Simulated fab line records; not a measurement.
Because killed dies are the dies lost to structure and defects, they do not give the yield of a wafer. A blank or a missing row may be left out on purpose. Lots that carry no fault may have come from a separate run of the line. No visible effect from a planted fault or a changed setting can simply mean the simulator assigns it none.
Chamber matching    flow n5-finfet    rie-diel-06 running N5_FIN_SAQP_ETCH_34: 4 sister chambers
The step etches SiO2 in C4F6/O2, target depth 45 nm, time 15 s. 4 wafers are shown with their chamber, then 8 later ones without.

## WAFERS WITH THEIR CHAMBER
wafer   chamber  rf-vpp-V (V)
L085.4  0        704
L091.3  1        655
L091.6  3        671
L092.1  2        665

## WAFERS WITHOUT THEIR CHAMBER
wafer   rf-vpp-V (V)
L092.4  672
L092.6  654
L094.1  704
L094.2  673
L094.5  705
L095.1  671
L095.2  703
L095.5  704

## WHICH CHAMBER EACH ONE RAN IN
wafer   from the rows above  in truth
L092.4  3                    3
L092.6  1                    1
L094.1  0                    0
L094.2  3                    3
L094.5  0                    0
L095.1  3                    3
L095.2  0                    0
L095.5  0                    0
Correct placement for 8 of the 8. Left unplaced by these rows: 0. Placed wrongly: 0.
How it was worked out, from the rows above alone: a wafer's distance from a chamber is the root of the sum, over the readings, of the square of ((its reading less the chamber's mean) divided by the reading's scatter). If the next closest chamber is less than 2 further off than the closest, the wafer can't be placed; otherwise it belongs to the closest. Each chamber's mean is taken over the wafers shown for it. The scatter (one wafer shown for each chamber): square how far every hidden wafer sits from the nearest shown wafer, average those squares and take the square root.
